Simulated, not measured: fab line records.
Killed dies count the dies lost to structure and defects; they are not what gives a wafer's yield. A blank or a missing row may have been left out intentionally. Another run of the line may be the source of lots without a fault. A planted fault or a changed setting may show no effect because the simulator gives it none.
Which tool is to blame? / flow nand harc / Sampling: 12 lots, 36 wafers, 5 of 1302 route steps

== WHAT EACH GAUGE READ, for each wafer ==
NHARC_A_SGD_CUT_INSPECT_11.
lot=L075; measured=day 19 09:47; on=defect inspect-02; raw defect count=59 68 55
lot=L077; measured=day 20 09:34; on=defect inspect-02; raw defect count=64 68 80
lot=L080; measured=day 20 21:34; on=defect inspect-02; raw defect count=15 19 14
lot=L081; measured=day 21 17:03; on=defect inspect-01; raw defect count=103 105 116
lot=L083; measured=day 23 01:17; on=defect inspect-02; raw defect count=41 41 36
lot=L085; measured=day 23 20:25; on=defect inspect-02; raw defect count=32 39 29
lot=L087; measured=day 25 01:33; on=defect inspect-02; raw defect count=42 43 32
lot=L090; measured=day 26 10:59; on=defect inspect-01; raw defect count=23 31 21
lot=L091; measured=day 26 19:32; on=defect inspect-01; raw defect count=15 20 16
lot=L092; measured=day 27 04:29; on=defect inspect-02; raw defect count=21 21 22
lot=L096; measured=day 28 09:08; on=defect inspect-02; raw defect count=59 47 41
lot=L095; measured=day 28 13:19; on=defect inspect-02; raw defect count=36 41 30

== EACH LOT AND THE TOOL THAT RAN IT (in order: tool; ch and the chambers of the sampled wafers; start) ==
lot=L075; NHARC_A_STAIRCASE_STRIP_254=plasma asher-02 ch 0,1, day 16 16:05; NHARC_A_STAIRCASE_DESCUM_270=rie diel-12 ch 1,3, day 16 21:49; NHARC_A_STAIRCASE_HM_DEP_459=acl dep-03 ch 0, day 17 00:50; NHARC_A_STAIRCASE_ETCH_313=rie diel-12 ch 0,2, day 17 13:09
lot=L077; NHARC_A_STAIRCASE_STRIP_254=plasma asher-02 ch 0,1, day 17 10:29; NHARC_A_STAIRCASE_DESCUM_270=rie diel-13 ch 0,1,3, day 17 16:21; NHARC_A_STAIRCASE_HM_DEP_459=acl dep-02 ch 0, day 17 19:29; NHARC_A_STAIRCASE_ETCH_313=rie diel-12 ch 1,2,3, day 18 05:34
lot=L080; NHARC_A_STAIRCASE_STRIP_254=plasma asher-01 ch 1, day 18 02:20; NHARC_A_STAIRCASE_DESCUM_270=rie diel-13 ch 0,2,3, day 18 06:28; NHARC_A_STAIRCASE_HM_DEP_459=acl dep-02 ch 0, day 18 09:53; NHARC_A_STAIRCASE_ETCH_313=rie diel-12 ch 1,2, day 18 17:34
lot=L081; NHARC_A_STAIRCASE_STRIP_254=plasma asher-01 ch 0,1, day 18 19:28; NHARC_A_STAIRCASE_DESCUM_270=rie diel-03 ch 0,1, day 19 00:57; NHARC_A_STAIRCASE_HM_DEP_459=acl dep-01 ch 0, day 19 04:00; NHARC_A_STAIRCASE_ETCH_313=rie diel-13 ch 0,2,3, day 19 12:50
lot=L083; NHARC_A_STAIRCASE_STRIP_254=plasma asher-01 ch 0,1, day 19 18:46; NHARC_A_STAIRCASE_DESCUM_270=rie diel-12 ch 0,1,2, day 20 02:13; NHARC_A_STAIRCASE_HM_DEP_459=acl dep-03 ch 0, day 20 06:07; NHARC_A_STAIRCASE_ETCH_313=rie diel-03 ch 0,2, day 20 15:22
lot=L085; NHARC_A_STAIRCASE_STRIP_254=plasma asher-02 ch 0,1, day 20 19:34; NHARC_A_STAIRCASE_DESCUM_270=rie diel-03 ch 2,3, day 20 23:24; NHARC_A_STAIRCASE_HM_DEP_459=acl dep-02 ch 0, day 21 02:44; NHARC_A_STAIRCASE_ETCH_313=rie diel-12 ch 1,2,3, day 21 12:45
lot=L087; NHARC_A_STAIRCASE_STRIP_254=plasma asher-02 ch 0,1, day 22 00:16; NHARC_A_STAIRCASE_DESCUM_270=rie diel-12 ch 0,1,2, day 22 04:53; NHARC_A_STAIRCASE_HM_DEP_459=acl dep-03 ch 0, day 22 08:36; NHARC_A_STAIRCASE_ETCH_313=rie diel-03 ch 0,1, day 22 18:48
lot=L090; NHARC_A_STAIRCASE_STRIP_254=plasma asher-02 ch 0,1, day 23 07:41; NHARC_A_STAIRCASE_DESCUM_270=rie diel-03 ch 0,1,2, day 23 13:27; NHARC_A_STAIRCASE_HM_DEP_459=acl dep-01 ch 0, day 23 17:26; NHARC_A_STAIRCASE_ETCH_313=rie diel-13 ch 0,1, day 24 01:28
lot=L091; NHARC_A_STAIRCASE_STRIP_254=plasma asher-01 ch 0,1, day 23 11:43; NHARC_A_STAIRCASE_DESCUM_270=rie diel-12 ch 0,1,3, day 23 18:17; NHARC_A_STAIRCASE_HM_DEP_459=acl dep-01 ch 0, day 23 22:34; NHARC_A_STAIRCASE_ETCH_313=rie diel-12 ch 1,2,3, day 24 11:00
lot=L092; NHARC_A_STAIRCASE_STRIP_254=plasma asher-02 ch 0, day 24 04:44; NHARC_A_STAIRCASE_DESCUM_270=rie diel-12 ch 0,2, day 24 13:15; NHARC_A_STAIRCASE_HM_DEP_459=acl dep-02 ch 0, day 24 16:16; NHARC_A_STAIRCASE_ETCH_313=rie diel-13 ch 0,1,2, day 25 00:36
lot=L096; NHARC_A_STAIRCASE_STRIP_254=plasma asher-02 ch 0,1, day 25 09:57; NHARC_A_STAIRCASE_DESCUM_270=rie diel-03 ch 1,3, day 25 14:14; NHARC_A_STAIRCASE_HM_DEP_459=acl dep-01 ch 0, day 25 18:07; NHARC_A_STAIRCASE_ETCH_313=rie diel-12 ch 1,2,3, day 26 02:10
lot=L095; NHARC_A_STAIRCASE_STRIP_254=plasma asher-02 ch 0,1, day 25 13:12; NHARC_A_STAIRCASE_DESCUM_270=rie diel-13 ch 0,2, day 25 17:52; NHARC_A_STAIRCASE_HM_DEP_459=acl dep-03 ch 0, day 25 22:58; NHARC_A_STAIRCASE_ETCH_313=rie diel-12 ch 0,1,3, day 26 12:33
- NHARC_A_STAIRCASE_STRIP_254: strips in O2.
- NHARC_A_STAIRCASE_DESCUM_270: chemistry O2, time 3 s.
- NHARC_A_STAIRCASE_HM_DEP_459: deposits aC, target thk 1500 nm.
- NHARC_A_STAIRCASE_ETCH_313: etches the open film in CF4/CHF3.

== THE ANSWER, worked out from the rows above alone ==
Rule: what is usual is taken from the lots themselves. The widest of any qualifying gaps counts: lots, ordered by their means at a reading, are off when they make up no more than a third of the lots, leave a main group of 4 or more, and stand apart from it by 3 or more times the standard deviation of that group's means. Not used: any main group whose means are identical at the precision the tables above print for the reading. Also off: a lot with no number at a reading for which 4 or more lots have one. The other lots that the step has rows for count as sound.
No lot is off on any of the readings shown, so nothing can be concluded from this.

== WHAT THE SIMULATOR HAD PUT IN ==
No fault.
